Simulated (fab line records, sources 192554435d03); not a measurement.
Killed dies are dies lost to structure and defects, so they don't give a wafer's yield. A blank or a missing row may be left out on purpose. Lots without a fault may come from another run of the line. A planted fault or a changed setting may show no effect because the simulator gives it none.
Problem report in the 8D (eight disciplines) form, filled by code | flow n5_finfet | the parts of the form that need people (team, actions taken, sign-off) are left out

1. THE PROBLEM
barrier_field_endpoint_s at N5_BEOL_M8_CMP_52 reads a mean of 16.1 s on 2 wafers of 1 lot; wafers without a fault read 28.6 s with a standard deviation of 0.74. That is -17 standard deviations from the usual mean.
The step: polishes, stops on SiCOH lowk, t overpolish 6.9 s, target thk 80 nm.
First seen on wafer L363.1, day 12 14:16, on cmp-02. The record holds 32 wafers of 11 lots with a number at this step. Rule for "out", or "out of limits": more than 4 standard deviations from the usual mean. The other wafers with a number count as sound.

2. WHAT IT IS AND WHAT IT IS NOT
question                    | is                                           | is not
which readings at this step | barrier_field_endpoint_s, time_to_endpoint_s | overpolish_run_s, retaining_ring_pressure_frac
which lots                  | L363                                         | L355, L357, L358, L359, L371, L374, L375, L376, L377, L378
which wafers of those lots  | all that have a number                       | -
read on which tools         | cmp-02                                       | cmp-01, cmp-04
when                        | from day 12 14:16                            | up to then (12 sound wafers); but 18 sound wafers of L371, L374, L375, L376, L377, L378 came after

3. SUSPECTS, AND WHAT RULES EACH OUT
Counting: a tool at a process step up to the reading stays a suspect if it ran every lot that is out and no sound lot after the first of them.
- rie_diel-04 at N5_BEOL_M8_STRIP_80 (strips in N2/H2, time 10 s): ruled out as a lasting fault. Sound lots L374 ran on it after its first lot that is out, L363 (day 12 12:13). N5_BEOL_M8_STRIP_80 gives no start for some lots, so the hours and the order of its lots are those of N5_BEOL_M8_CD_MEAS_35.
- cmp-02 at N5_BEOL_M8_CMP_52 (polishes, stops on SiCOH lowk, t overpolish 6.9 s, target thk 80 nm): kept. It ran the lot that is out, L363 (day 12 14:16), and no sound lot after that; its last sound lot up to then is L359 (day 12 04:52). Its own readings are out on those wafers: barrier_field_endpoint_s, time_to_endpoint_s.
Left after counting: cmp-02 at N5_BEOL_M8_CMP_52.

4. THE CAUSE (what the simulator had put in)
Process parameter drift: cmp-02, from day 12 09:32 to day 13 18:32, at N5_BEOL_M8_CMP_52. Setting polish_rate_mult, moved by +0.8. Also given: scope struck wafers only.
Counting left only this tool.

5. THE CHAIN OF EFFECTS, in route order
Each row: a reading whose mean over the struck wafers that have a number lies more than 3 standard deviations from the usual. Only readings for which the record gives a usual standard deviation are gone through. hours: the time from each lot's start at the first step in this table that gives one to its start at this step, as a median over the lots. sigmas: the change in usual standard deviations.
hours | step              | reading                  | usual  | on struck wafers | change | sigmas
0     | N5_BEOL_M8_CMP_52 | barrier_field_endpoint_s | 28.6 s | 16.1             | -12.6  | -17
0     | N5_BEOL_M8_CMP_52 | time_to_endpoint_s       | 61 s   | 36               | -24    | -7.7
The process steps in it:
- N5_BEOL_M8_CMP_52: polishes, stops on SiCOH lowk, t overpolish 6.9 s, target thk 80 nm.

6. WHAT WOULD HAVE CAUGHT IT SOONER
In this record the first reading out of limits was taken at day 12 14:16, 5 hours after the fault began at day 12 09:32.
